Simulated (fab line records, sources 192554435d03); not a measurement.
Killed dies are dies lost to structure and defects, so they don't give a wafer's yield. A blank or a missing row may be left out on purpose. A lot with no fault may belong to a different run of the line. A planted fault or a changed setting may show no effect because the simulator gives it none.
fab line records -- flow n5-finfet
record: lots: 7, wafers: 21
route steps=1938 shown BEOL_M6@1204 BEOL_M7@1267 BEOL_M8@1332
start-h: the number of hours between the record's first day and the start of the first shown wafer of the lot -- wait-h: hours since the lot's step before -- " identical to the entry in the row above -- L1.1+2: one row covering several wafers at once -- - either no value or no given start -- * or withheld: withheld -- < > ~ a bound
route shown NAME@n: a module of which the file shows steps, and the number in the route of the first -- usual: mean and standard deviation over wafers with no fault -- same: alike in all rows -- chamber/n: place in a boat -- sites: readings site by site -- _std_site: standard deviation of those values -- _edge_site: outer sites' mean less inner sites' -- radius-mm: how far each site lies from the wafer's centre -- mask NAME#n: copy n -- behind: tool/chamber where the wafer was last shaped -- hold: reason for holding the lot/hours on hold/outcome of the hold -- device: the transistor (n, p or np) that didn't switch -- end of line: the tests these same wafers got at the end of their route -- where a step has no rows: the recipe by itself -- killed: count of dies lost to structure and defects at first sort (not the wafer's yield) -- map: the dies of a wafer, with x for killed, . for not killed, _ for no die there
set.NAME: the setting as run; set.NAME@STEP: as run at that earlier step -- model.NAME: the simulator's own value behind a step, which no gauge read
lots run with intentionally changed settings; tables by step, rows by wafer
== steps ==
step: N5_BEOL_M6_EXPOSE_08
recipe: mask-id: M6, na: 1.35, source-shape: dipole, sigma-inner: 0.817, sigma-outer: 0.97, polarization: te, dose-mj: 68.25
lot.wafer,tool,chamber,start-h,wait-h,mask,set.dose-mj
L080.1+2,arfi-scanner-02,0,211.46,-,M6#0,68.25
L080.5,arfi-scanner-02,0,211.46,-,M6#0,65.9
L087.1,arfi-scanner-01,0,256.48,-,M6#0,68.25
L087.2+4,arfi-scanner-01,0,256.48,-,M6#0,72.61
L090.1+6,arfi-scanner-03,0,276.05,-,M6#0,69.71
L090.5,arfi-scanner-03,0,276.05,-,M6#0,68.25
L091.1+5,arfi-scanner-01,0,285.16,-,M6#0,68.25
L091.6,arfi-scanner-01,0,285.16,-,M6#0,71.58
L093.1+2+5,arfi-scanner-01,0,293.56,-,M6#0,68.25
L095.1+3+6,arfi-scanner-03,0,303.87,-,M6#0,68.25
L096.1+3,arfi-scanner-01,0,312.98,-,M6#0,68.25
L096.6,arfi-scanner-01,0,312.98,-,M6#0,69.59
step: N5_BEOL_M6_PEB_09
recipe: peb-temp-c: withheld, peb-time-s: 60, resist: CAR-ArF
step: N5_BEOL_M6_DEVELOP_10
recipe: develop-time-s: 30, developer: TMAH, resist: CAR-ArF, rinse-liquid: diw, dry: air-spin, dev-temp-c: 23
step: N5_BEOL_M6_CD_MEAS_11
recipe: target-cd-nm: 38.5, landing-energy-ev: 500, detector: se-inlens, polarity: opening
usual: cd-nm: 38.7/0.58
lot.wafer,tool,chamber,start-h,wait-h,set.dose-mj@BEOL_M6_EXPOSE_08,cd-nm
L080.1,cd-sem-02,0,211.59,-,68.25,39.4
L080.2,cd-sem-02,0,211.59,-,68.25,38.6
L080.5,cd-sem-02,0,211.59,-,65.9,37.3
L087.1,cd-sem-02,0,256.61,-,68.25,39.0
L087.2,cd-sem-02,0,256.61,-,72.61,42.0
L087.4,cd-sem-02,0,256.61,-,72.61,42.7
L090.1,cd-sem-01,0,276.18,-,69.71,38.4
L090.5,cd-sem-01,0,276.18,-,68.25,38.3
L090.6,cd-sem-01,0,276.18,-,69.71,39.4
L091.1,cd-sem-01,0,285.29,-,68.25,39.5
L091.5,cd-sem-01,0,285.29,-,68.25,39.5
L091.6,cd-sem-01,0,285.29,-,71.58,41.4
L093.1,cd-sem-01,0,293.68,-,68.25,38.7
L093.2,cd-sem-01,0,293.68,-,68.25,38.3
L093.5,cd-sem-01,0,293.68,-,68.25,39.1
L095.1,cd-sem-01,0,303.99,-,68.25,39.1
L095.3,cd-sem-01,0,303.99,-,68.25,38.9
L095.6,cd-sem-01,0,303.99,-,68.25,38.5
L096.1,cd-sem-02,0,313.11,-,68.25,39.0
L096.3,cd-sem-02,0,313.11,-,68.25,38.9
L096.6,cd-sem-02,0,313.11,-,69.59,39.6
step: N5_BEOL_M6_DESCUM_16
recipe: chemistry: O2, time-s: 7.9, source-power-w: 50, bias-power-w: 20, pressure-mtorr: 20, rf-frequency-hz: 2.712e+07, temp-c: 40, resist: CAR-ArF, o2-flow-sccm: 225
step: N5_BEOL_M6_ETCH_61
recipe: chemistry: CF4, target: SiARC, target-depth-a: 455, mask-material: CAR-ArF, time-s: 75.8, ion-energy-ev: 80, pressure-mtorr: 40, source-w: 545, bias-w: 36, Ar_flow_sccm: 100, cf4-flow-sccm: 100, ends: cleared
usual: etch-rf-on-time-s: 74.8/1.7
lot.wafer,tool,chamber,start-h,wait-h,set.spin-rpm@BEOL_M6_COAT_60,set.dose-mj@BEOL_M6_EXPOSE_08,etch-rf-on-time-s,model.BEOL_M6.cd-offset-nm,model.etch.depth-nm,model.CAR-ArF_of_BEOL_M6_COAT_05.thk-nm
L080.1,rie-diel-01,3,211.72,0.0,1500,68.25,77.0,0.6,35.05,51
L080.2,rie-diel-01,0,211.72,0.0,1500,68.25,76.8,0.6,35.01,50.8
L080.5,rie-diel-01,1,211.72,0.0,1500,65.9,76.6,-1.2,35.17,50.8
L087.1,rie-diel-06,1,256.73,0.0,1500,68.25,71.4,0.2,34.96,50.4
L087.2,rie-diel-06,0,256.73,0.0,1500,72.61,72.7,3.4,34.83,50.2
L087.4,rie-diel-06,3,256.73,0.0,1349,72.61,75.5,4.4,36.85,48.4
L090.1,rie-diel-02,3,276.40,0.0,1500,69.71,74.0,0.4,34.89,51
L090.5,rie-diel-02,2,276.40,0.0,1500,68.25,73.1,-0.2,34.85,50.8
L090.6,rie-diel-02,3,276.40,0.0,1396,69.71,76.1,1,36.17,49.4
L091.1,rie-diel-02,2,285.80,0.0,1500,68.25,73.9,0.8,34.86,51.4
L091.5,rie-diel-02,0,285.80,0.0,1402,68.25,76.9,1.6,36.17,49.8
L091.6,rie-diel-02,1,285.80,0.0,1402,71.58,78.7,3,36.15,50
L093.1,rie-diel-01,0,293.81,0.0,1500,68.25,78.8,0.2,34.97,51.2
L093.2,rie-diel-01,3,293.81,0.0,1500,68.25,77.0,-0.2,34.96,51.2
L093.5,rie-diel-01,3,293.81,0.0,1500,68.25,76.6,0.6,34.89,50.8
L095.1,rie-diel-01,3,304.12,0.0,1653,68.25,72.3,0.4,33.25,52
L095.3,rie-diel-01,0,304.12,0.0,1653,68.25,74.1,0.4,33.32,52.6
L095.6,rie-diel-01,3,304.12,0.0,1500,68.25,76.0,0.2,34.9,51
L096.1,rie-diel-02,3,313.26,0.0,1500,68.25,74.9,0.6,35.07,50.6
L096.3,rie-diel-02,2,313.26,0.0,1349,68.25,78.3,0.6,36.93,49
L096.6,rie-diel-02,2,313.26,0.0,1349,69.59,77.9,0.6,36.81,49.2
step: N5_BEOL_M6_ETCH_62
recipe: chemistry: N2/H2, target: SOC, target-depth-a: 1100, overetch-a: 220, mask-material: SiARC, temp-c: 40, time-s: 165, ion-energy-ev: 200, pressure-mtorr: 30, source-w: 840, bias-w: 150, n2-flow-sccm: 200, h2-flow-sccm: 200
lot.wafer,tool,chamber,start-h,wait-h,set.spin-rpm@BEOL_M6_COAT_60,set.dose-mj@BEOL_M6_EXPOSE_08,model.BEOL_M6.cd-offset-nm,model.SiARC_of_BEOL_M6_COAT_60.thk-nm
L080.1,rie-diel-01,3,211.77,0.0,1500,68.25,0.6,28.2
L080.2,rie-diel-01,0,211.77,0.0,1500,68.25,0.4,28.6
L080.5,rie-diel-01,1,211.77,0.0,1500,65.9,-1.6,28.4
L087.1,rie-diel-06,1,256.79,0.0,1500,68.25,0.2,27.8
L087.2,rie-diel-06,0,256.79,0.0,1500,72.61,3.4,28
L087.4,rie-diel-06,3,256.79,0.0,1349,72.61,4.8,29.8
L090.1,rie-diel-02,3,276.45,0.0,1500,69.71,0.2,28.2
L090.5,rie-diel-02,2,276.45,0.0,1500,68.25,-0.4,27.8
L090.6,rie-diel-02,3,276.45,0.0,1396,69.71,1.2,29.4
L091.1,rie-diel-02,2,285.86,0.0,1500,68.25,0.6,27.8
L091.5,rie-diel-02,0,285.86,0.0,1402,68.25,2,29.6
L091.6,rie-diel-02,1,285.86,0.0,1402,71.58,3,29.8
L093.1,rie-diel-01,0,293.86,0.0,1500,68.25,0.2,28.6
L093.2,rie-diel-01,3,293.86,0.0,1500,68.25,-0.4,28.2
L093.5,rie-diel-01,3,293.86,0.0,1500,68.25,0.4,28.2
L095.1,rie-diel-01,3,304.17,0.0,1653,68.25,0.4,26.4
L095.3,rie-diel-01,0,304.17,0.0,1653,68.25,0.8,27
L095.6,rie-diel-01,3,304.17,0.0,1500,68.25,0.4,28
L096.1,rie-diel-02,3,313.32,0.0,1500,68.25,0.8,28.4
L096.3,rie-diel-02,2,313.32,0.0,1349,68.25,0.4,30
L096.6,rie-diel-02,2,313.32,0.0,1349,69.59,0.6,29.8
step: N5_BEOL_M6_STRIP_68
recipe: chemistry: N2/H2, temp-c: 40, n2-flow-sccm: 200, h2-flow-sccm: 200, rf-frequency-hz: 6e+07
step: N5_BEOL_M6_STRIP_67
recipe: chemistry: CF4, resist: SiARC, power-w: 300, bias-power-w: 75, pressure-mtorr: 50, cf4-flow-sccm: 150, rf-frequency-hz: 6e+07
step: N5_BEOL_M6_HM_OPEN_17
recipe: chemistry: Cl2/BCl3, target-depth-a: 200, overetch-a: 60, target: TiN, mask-material: SOC, ion-energy-ev: 150, pressure-mtorr: 10, icp-w: 1000, bias-w: 126, Cl2_flow_sccm: 53.25, bcl3-flow-sccm: 21.75, Ar_flow_sccm: 25
step: N5_BEOL_M6_STRIP_19
recipe: chemistry: O2, power-w: 400, temp-c: 40, pressure-mtorr: 30, rf-frequency-hz: 6e+07, bias-power-w: 0, overash-fraction: 0.2, o2-flow-sccm: 225
step: N5_BEOL_M6_CD_MEAS_18
recipe: pitch-nm: 80, target-cd-nm: 40
usual: cd-nm: 40.3/0.72
lot.wafer,tool,chamber,start-h,wait-h,set.dose-mj@BEOL_M6_EXPOSE_08,cd-nm
L080.1,cd-sem-02,-,212.23,0.0,68.25,40.4
L080.2,cd-sem-02,-,212.23,0.0,68.25,40.1
L080.5,cd-sem-02,-,212.23,0.0,65.9,38.2
L087.1,cd-sem-01,-,257.16,0.0,68.25,40.5
L087.2,cd-sem-01,-,257.16,0.0,72.61,43.5
L087.4,cd-sem-01,-,257.16,0.0,72.61,44.7
L090.1,cd-sem-02,-,277.01,0.0,69.71,40.2
L090.5,cd-sem-02,-,277.01,0.0,68.25,39.5
L090.6,cd-sem-02,-,277.01,0.0,69.71,41.3
L091.1,cd-sem-02,-,286.30,0.0,68.25,40.6
L091.5,cd-sem-02,-,286.30,0.0,68.25,41.6
L091.6,cd-sem-02,-,286.30,0.0,71.58,43.3
L093.1,cd-sem-02,-,294.41,0.0,68.25,40.5
L093.2,cd-sem-02,-,294.41,0.0,68.25,39.7
L093.5,cd-sem-02,-,294.41,0.0,68.25,40.4
L095.1,cd-sem-01,-,304.72,0.0,68.25,40.8
L095.3,cd-sem-01,-,304.72,0.0,68.25,40.3
L095.6,cd-sem-01,-,304.72,0.0,68.25,40.3
L096.1,cd-sem-02,-,313.78,0.0,68.25,40.9
L096.3,cd-sem-02,-,313.78,0.0,68.25,40.7
L096.6,cd-sem-02,-,313.78,0.0,69.59,40.4
step: N5_BEOL_M6_COAT_63
recipe: resist: SOC, temp-c: 250, time-s: 60, spin-rpm: 1500, resist-thk-nm: 60
step: N5_BEOL_M6_COAT_64
recipe: resist: SiARC, temp-c: 220, time-s: 60, spin-rpm: 1500, resist-thk-nm: 12
step: N5_BEOL_M6_PRECLEAN_42
recipe: chemistry: residue-remover, time-s: 60, temp-c: 40
step: N5_BEOL_M6_SRD_43
recipe: time-s: 30, temp-c: 23, rinse-liquid: diw, dry: ipa-marangoni
step: N5_BEOL_M6_CD_MEAS_35
recipe: target-cd-nm: 40, target-cd-y-nm: 28, polarity: opening
usual: cd-nm: 40.4/0.69
lot.wafer,tool,chamber,start-h,wait-h,set.dose-mj@BEOL_M6_EXPOSE_08,cd-nm
L080.1,cd-sem-01,-,213.97,0.0,68.25,40.6
L080.2,cd-sem-01,-,213.97,0.0,68.25,40.5
L080.5,cd-sem-01,-,213.97,0.0,65.9,38.5
L087.1,cd-sem-02,-,260.68,0.0,68.25,40.3
L087.2,cd-sem-02,-,260.68,0.0,72.61,43.6
L087.4,cd-sem-02,-,260.68,0.0,72.61,44.9
L090.1,cd-sem-01,-,280.32,0.0,69.71,40.4
L090.5,cd-sem-01,-,280.32,0.0,68.25,39.8
L090.6,cd-sem-01,-,280.32,0.0,69.71,41.2
L091.1,cd-sem-01,-,287.52,0.0,68.25,40.5
L091.5,cd-sem-01,-,287.52,0.0,68.25,41.8
L091.6,cd-sem-01,-,287.52,0.0,71.58,43.3
L093.1,cd-sem-01,-,295.87,0.0,68.25,40.4
L093.2,cd-sem-01,-,295.87,0.0,68.25,39.8
L093.5,cd-sem-01,-,295.87,0.0,68.25,40.7
L095.1,cd-sem-02,-,310.55,0.0,68.25,40.7
L095.3,cd-sem-02,-,310.55,0.0,68.25,41.0
L095.6,cd-sem-02,-,310.55,0.0,68.25,40.3
L096.1,cd-sem-01,-,315.49,0.0,68.25,40.9
L096.3,cd-sem-01,-,315.49,0.0,68.25,40.4
L096.6,cd-sem-01,-,315.49,0.0,69.59,40.7
step: N5_BEOL_M7_HM_DEP_02
recipe: material: TiN, target-thk-a: 200, temp-c: 25, chamber-pressure-pa: 0.49996
lot.wafer,tool,chamber,start-h,wait-h,set.target-thk-a,model.TiN_of_BEOL_M7_HM_DEP_02.thk-nm
L080.1+5,pvd-sputter-01,-,218.98,0.3,200,19.6
L080.2,pvd-sputter-01,-,218.98,0.3,200,20
L087.1,pvd-sputter-01,-,265.33,0.5,180.5,18.2
L087.2,pvd-sputter-01,-,265.33,0.5,200,20.4
L087.4,pvd-sputter-01,-,265.33,0.5,200,20.2
L090.1+6,pvd-sputter-03,-,284.87,1.5,200,20
L090.5,pvd-sputter-03,-,284.87,1.5,227,22.8
L091.1+6,pvd-sputter-03,-,294.09,1.8,200,20
L091.5,pvd-sputter-03,-,294.09,1.8,200,19.6
L093.1,pvd-sputter-03,-,299.01,0.1,200,19.8
L093.2,pvd-sputter-03,-,299.01,0.1,200,19.6
L093.5,pvd-sputter-03,-,299.01,0.1,200,19.4
L095.1,pvd-sputter-03,-,314.21,0.0,181.6,18.2
L095.3,pvd-sputter-03,-,314.21,0.0,200,19.8
L095.6,pvd-sputter-03,-,314.21,0.0,200,20
L096.1,pvd-sputter-03,-,319.88,0.3,192.9,19.2
L096.3+6,pvd-sputter-03,-,319.88,0.3,200,19.8
step: N5_BEOL_M7_COAT_05
recipe: resist: CAR-ArF, spin-rpm: 1500, resist-thk-nm: 90
lot.wafer,tool,chamber,start-h,wait-h,set.spin-rpm,model.CAR-ArF_of_BEOL_M7_COAT_05.thk-nm
L080.1,litho-track-02,0,-,-,1500,90
L080.2+5,litho-track-02,0,-,-,1500,90.2
L087.1,litho-track-02,0,-,-,1500,90
L087.2,litho-track-02,0,-,-,1633,86.4
L087.4,litho-track-02,0,-,-,1500,90.2
L090.1,litho-track-02,0,-,-,1551,88.6
L090.5,litho-track-02,0,-,-,1551,88.8
L090.6,litho-track-02,0,-,-,1500,90.4
L091.1,litho-track-04,0,-,-,1500,89.8
L091.5,litho-track-04,0,-,-,1597,87
L091.6,litho-track-04,0,-,-,1597,87.2
L093.1,litho-track-02,0,-,-,1500,89.8
L093.2+5,litho-track-02,0,-,-,1500,89.6
L095.1,litho-track-03,0,-,-,1500,89.8
L095.3+6,litho-track-03,0,-,-,1500,90
L096.1+3,litho-track-02,0,-,-,1500,89.8
L096.6,litho-track-02,0,-,-,1500,90
step: N5_BEOL_M7_EBR_07
recipe: solvent: PGMEA, ebr-width-mm: 1.5
step: N5_BEOL_M7_SOFTBAKE_06
recipe: temp-c: 110, time-s: 60, resist: CAR-ArF
step: N5_BEOL_M7_EXPOSE_08
recipe: mask-id: M7, na: 1.35, source-shape: dipole, sigma-inner: 0.817, sigma-outer: 0.97, polarization: te, dose-mj: 68.25
step: N5_BEOL_M7_PEB_09
recipe: peb-temp-c: withheld, peb-time-s: 60, resist: CAR-ArF
step: N5_BEOL_M7_DEVELOP_10
recipe: develop-time-s: 30, developer: TMAH, resist: CAR-ArF, rinse-liquid: diw, dry: air-spin, dev-temp-c: 23
lot.wafer,tool,chamber,start-h,wait-h,set.spin-rpm@BEOL_M7_COAT_05,model.CAR-ArF_of_BEOL_M7_COAT_05.thk-nm
L080.1,litho-track-02,0,-,-,1500,88.2
L080.2+5,litho-track-02,0,-,-,1500,88.4
L087.1+4,litho-track-02,0,-,-,1500,88.4
L087.2,litho-track-02,0,-,-,1633,84.8
L090.1,litho-track-03,0,-,-,1551,86.8
L090.5,litho-track-03,0,-,-,1551,87
L090.6,litho-track-03,0,-,-,1500,88.6
L091.1,litho-track-04,0,-,-,1500,88
L091.5+6,litho-track-04,0,-,-,1597,85.4
L093.1+2,litho-track-02,0,-,-,1500,88
L093.5,litho-track-02,0,-,-,1500,87.8
L095.1,litho-track-04,0,-,-,1500,88.2
L095.3+6,litho-track-04,0,-,-,1500,88.4
L096.1+3,litho-track-04,0,-,-,1500,88
L096.6,litho-track-04,0,-,-,1500,88.2
step: N5_BEOL_M7_DESCUM_16
recipe: chemistry: O2, time-s: 7.9, source-power-w: 50, bias-power-w: 20, pressure-mtorr: 20, rf-frequency-hz: 2.712e+07, temp-c: 40, resist: CAR-ArF, o2-flow-sccm: 225
lot.wafer,tool,chamber,start-h,wait-h,set.spin-rpm@BEOL_M7_COAT_05,model.CAR-ArF_of_BEOL_M7_COAT_05.thk-nm
L080.1,rie-diel-03,2,219.45,0.0,1500,83.4
L080.2+5,rie-diel-03,"3,1",219.45,0.0,1500,83.6
L087.1+4,rie-diel-03,"0,3",266.27,0.4,1500,83.6
L087.2,rie-diel-03,2,266.27,0.4,1633,79.8
L090.1,rie-diel-04,0,285.53,0.1,1551,82
L090.5,rie-diel-04,3,285.53,0.1,1551,82.2
L090.6,rie-diel-04,0,285.53,0.1,1500,83.8
L091.1,rie-diel-03,0,294.69,0.0,1500,83.2
L091.5+6,rie-diel-03,"0,3",294.69,0.0,1597,80.6
L093.1+2,rie-diel-03,"0,2",299.59,0.0,1500,83.2
L093.5,rie-diel-03,3,299.59,0.0,1500,83
L095.1,rie-diel-04,2,314.67,0.0,1500,83.4
L095.3+6,rie-diel-04,"3,1",314.67,0.0,1500,83.6
L096.1+3,rie-diel-04,"3,1",321.22,0.8,1500,83.2
L096.6,rie-diel-04,1,321.22,0.8,1500,83.4
step: N5_BEOL_M7_ETCH_61
recipe: chemistry: CF4, target: SiARC, target-depth-a: 455, mask-material: CAR-ArF, time-s: 75.8, ion-energy-ev: 80, pressure-mtorr: 40, source-w: 545, bias-w: 36, Ar_flow_sccm: 100, cf4-flow-sccm: 100, ends: cleared
step: N5_BEOL_M7_ETCH_62
recipe: chemistry: N2/H2, target: SOC, target-depth-a: 1100, overetch-a: 220, mask-material: SiARC, temp-c: 40, time-s: 165, ion-energy-ev: 200, pressure-mtorr: 30, source-w: 840, bias-w: 150, n2-flow-sccm: 200, h2-flow-sccm: 200
step: N5_BEOL_M7_STRIP_68
recipe: chemistry: N2/H2, temp-c: 40, n2-flow-sccm: 200, h2-flow-sccm: 200, rf-frequency-hz: 6e+07
step: N5_BEOL_M7_STRIP_67
recipe: chemistry: CF4, resist: SiARC, power-w: 300, bias-power-w: 75, pressure-mtorr: 50, cf4-flow-sccm: 150, rf-frequency-hz: 6e+07
step: N5_BEOL_M7_HM_OPEN_17
recipe: chemistry: Cl2/BCl3, target-depth-a: 200, overetch-a: 60, target: TiN, mask-material: SOC, ion-energy-ev: 150, pressure-mtorr: 10, icp-w: 1000, bias-w: 126, Cl2_flow_sccm: 53.25, bcl3-flow-sccm: 21.75, Ar_flow_sccm: 25
lot.wafer,tool,chamber,start-h,wait-h,set.target-thk-a@BEOL_M7_HM_DEP_02,model.etch.depth-nm
L080.1,rie-metal-02,0,219.73,0.0,200,19.54
L080.2,rie-metal-02,1,219.73,0.0,200,20.09
L080.5,rie-metal-02,0,219.73,0.0,200,19.6
L087.1,rie-metal-02,1,266.54,0.0,180.5,18.17
L087.2,rie-metal-02,0,266.54,0.0,200,20.48
L087.4,rie-metal-02,0,266.54,0.0,200,20.19
L090.1,rie-metal-01,0,285.81,0.0,200,20.06
L090.5,rie-metal-01,1,285.81,0.0,227,22.86
L090.6,rie-metal-01,0,285.81,0.0,200,20.03
L091.1,rie-metal-01,1,294.97,0.0,200,19.95
L091.5,rie-metal-01,1,294.97,0.0,200,19.62
L091.6,rie-metal-01,0,294.97,0.0,200,19.99
L093.1,rie-metal-03,1,299.87,0.0,200,19.77
L093.2,rie-metal-03,1,299.87,0.0,200,19.51
L093.5,rie-metal-03,1,299.87,0.0,200,19.48
L095.1,rie-metal-03,1,314.95,0.0,181.6,18.19
L095.3,rie-metal-03,1,314.95,0.0,200,19.85
L095.6,rie-metal-03,1,314.95,0.0,200,19.93
L096.1,rie-metal-01,0,321.49,0.0,192.9,19.18
L096.3,rie-metal-01,0,321.49,0.0,200,19.75
L096.6,rie-metal-01,1,321.49,0.0,200,19.73
step: N5_BEOL_M8_ILD_DEP_00
recipe: material: SiCOH_lowk, target-thk-a: 1797.5, temp-c: 300, precursor: DEMS/porogen, pressure-torr: 5, rf-w: 500, time-s: 33.4
lot.wafer,tool,chamber,start-h,wait-h,set.time-s,model.SiCOH_lowk_of_BEOL_M8_ILD_DEP_00.thk-nm
L080.1,pecvd-02,0,224.33,0.0,29.88,159.6
L080.2,pecvd-02,2,224.33,0.0,33.4,177.2
L080.5,pecvd-02,1,224.33,0.0,29.88,162.8
L087.1,pecvd-03,2,270.84,0.0,33.4,179.4
L087.2,pecvd-03,1,270.84,0.0,33.4,178
L087.4,pecvd-03,0,270.84,0.0,33.4,183.2
L090.1,pecvd-01,1,291.34,0.0,33.4,181.2
L090.5,pecvd-01,0,291.34,0.0,33.4,185.8
L090.6,pecvd-01,1,291.34,0.0,33.4,185.2
L091.1,pecvd-01,0,305.06,0.0,33.4,180.4
L091.5,pecvd-01,1,305.06,0.0,33.4,182
L091.6,pecvd-01,0,305.06,0.0,30.14,166.6
L093.1,pecvd-03,0,313.13,0.0,33.4,173.8
L093.2,pecvd-03,1,313.13,0.0,33.4,176.6
L093.5,pecvd-03,0,313.13,0.0,33.4,176.4
L095.1,pecvd-02,2,320.55,0.0,30.55,163
L095.3,pecvd-02,1,320.55,0.0,30.55,166.4
L095.6,pecvd-02,1,320.55,0.0,30.55,165.4
L096.1,pecvd-03,1,330.40,0.0,33.4,178.8
L096.3,pecvd-03,2,330.40,0.0,31.84,169
L096.6,pecvd-03,1,330.40,0.0,33.4,180
step: N5_BEOL_M8_CURE_74
recipe: temp-c: 385, time-s: 240, ambient: He/Ar, material: SiCOH_lowk
lot.wafer,tool,chamber,start-h,wait-h,set.time-s@BEOL_M8_ILD_DEP_00,model.SiCOH_lowk_of_BEOL_M8_ILD_DEP_00.thk-nm
L080.1,uv-cure-03,2,224.39,0.0,29.88,137.4
L080.2,uv-cure-03,2,224.39,0.0,33.4,152.8
L080.5,uv-cure-03,2,224.39,0.0,29.88,140.2
L087.1,uv-cure-03,0,270.91,0.0,33.4,154.6
L087.2,uv-cure-03,0,270.91,0.0,33.4,153.4
L087.4,uv-cure-03,0,270.91,0.0,33.4,158
L090.1,uv-cure-02,0,291.50,0.1,33.4,156.2
L090.5,uv-cure-02,0,291.50,0.1,33.4,160.2
L090.6,uv-cure-02,0,291.50,0.1,33.4,159.8
L091.1,uv-cure-03,2,305.15,0.1,33.4,155.6
L091.5,uv-cure-03,2,305.15,0.1,33.4,157
L091.6,uv-cure-03,2,305.15,0.1,30.14,143.4
L093.1,uv-cure-03,0,313.19,0.0,33.4,149.8
L093.2,uv-cure-03,0,313.19,0.0,33.4,152.2
L093.5,uv-cure-03,0,313.19,0.0,33.4,152
L095.1,uv-cure-01,2,320.81,0.2,30.55,140.4
L095.3,uv-cure-01,2,320.81,0.2,30.55,143.4
L095.6,uv-cure-01,2,320.81,0.2,30.55,142.4
L096.1,uv-cure-02,1,330.46,0.0,33.4,154.2
L096.3,uv-cure-02,1,330.46,0.0,31.84,145.6
L096.6,uv-cure-02,1,330.46,0.0,33.4,155.2
step: N5_BEOL_M8_THK_MEAS_01
recipe: reads: SiCOH_lowk_of_BEOL_M8_ILD_DEP_00
usual: M8_ILD_THK: 155.3/2.3
lot.wafer,tool,chamber,start-h,wait-h,set.time-s@BEOL_M8_ILD_DEP_00,M8_ILD_THK[nm]
L080.1,film-metro-01,-,224.91,0.4,29.88,137.4
L080.2,film-metro-01,-,224.91,0.4,33.4,152.7
L080.5,film-metro-01,-,224.91,0.4,29.88,140.2
L087.1,film-metro-01,-,271.42,0.4,33.4,154.5
L087.2,film-metro-01,-,271.42,0.4,33.4,153.5
L087.4,film-metro-01,-,271.42,0.4,33.4,158.0
L090.1,film-metro-02,-,292.02,0.4,33.4,156.2
L090.5,film-metro-02,-,292.02,0.4,33.4,160.4
L090.6,film-metro-02,-,292.02,0.4,33.4,159.9
L091.1,film-metro-01,-,306.14,0.8,33.4,155.7
L091.5,film-metro-01,-,306.14,0.8,33.4,157.1
L091.6,film-metro-01,-,306.14,0.8,30.14,143.5
L093.1,film-metro-02,-,315.15,1.6,33.4,149.7
L093.2,film-metro-02,-,315.15,1.6,33.4,152.3
L093.5,film-metro-02,-,315.15,1.6,33.4,151.9
L095.1,film-metro-02,-,321.32,0.4,30.55,140.2
L095.3,film-metro-02,-,321.32,0.4,30.55,143.4
L095.6,film-metro-02,-,321.32,0.4,30.55,142.5
L096.1,film-metro-02,-,331.45,0.8,33.4,154.1
L096.3,film-metro-02,-,331.45,0.8,31.84,145.6
L096.6,film-metro-02,-,331.45,0.8,33.4,155.2
== key ==
split: step: N5_BEOL_M6_EXPOSE_08, setting: dose-mj, stated: 68.25, by: wafer
response: step: N5_BEOL_M6_CD_MEAS_11, reading: cd-nm, change: +0.458, per: 1%, r: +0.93
response: step: N5_BEOL_M6_ETCH_61, reading: model.BEOL_M6.cd-offset-nm, change: +0.478, per: 1%, r: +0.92
response: step: N5_BEOL_M6_ETCH_62, reading: model.BEOL_M6.cd-offset-nm, change: +0.504, per: 1%, r: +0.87
response: step: N5_BEOL_M6_CD_MEAS_18, reading: cd-nm, change: +0.506, per: 1%, r: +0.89
response: step: N5_BEOL_M6_CD_MEAS_35, reading: cd-nm, change: +0.53, per: 1%, r: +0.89
split: step: N5_BEOL_M7_HM_DEP_02, setting: target-thk-a, stated: 200, by: wafer
response: step: N5_BEOL_M7_HM_DEP_02, reading: model.TiN_of_BEOL_M7_HM_DEP_02.thk-nm, change: +0.203, per: 1%, r: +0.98
response: step: N5_BEOL_M7_HM_OPEN_17, reading: model.etch.depth-nm, change: +0.205, per: 1%, r: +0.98
split: step: N5_BEOL_M7_COAT_05, setting: spin-rpm, stated: 1500, by: wafer
response: step: N5_BEOL_M7_COAT_05, reading: model.CAR-ArF_of_BEOL_M7_COAT_05.thk-nm, change: -0.425, per: 1%, r: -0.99
response: step: N5_BEOL_M7_DEVELOP_10, reading: model.CAR-ArF_of_BEOL_M7_COAT_05.thk-nm, change: -0.413, per: 1%, r: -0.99
response: step: N5_BEOL_M7_DESCUM_16, reading: model.CAR-ArF_of_BEOL_M7_COAT_05.thk-nm, change: -0.426, per: 1%, r: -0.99
split: step: N5_BEOL_M8_ILD_DEP_00, setting: time-s, stated: 33.4, by: wafer
response: step: N5_BEOL_M8_ILD_DEP_00, reading: model.SiCOH_lowk_of_BEOL_M8_ILD_DEP_00.thk-nm, change: +1.58, per: 1%, r: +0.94
response: step: N5_BEOL_M8_CURE_74, reading: model.SiCOH_lowk_of_BEOL_M8_ILD_DEP_00.thk-nm, change: +1.38, per: 1%, r: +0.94
response: step: N5_BEOL_M8_THK_MEAS_01, reading: M8_ILD_THK, change: +1.38, per: 1%, r: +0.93
split outside-this-file step=N5_BEOL_M6_COAT_60 setting=spin-rpm
split outside-this-file: this setting was split too, and the file shows its column; the key of that split is in another file
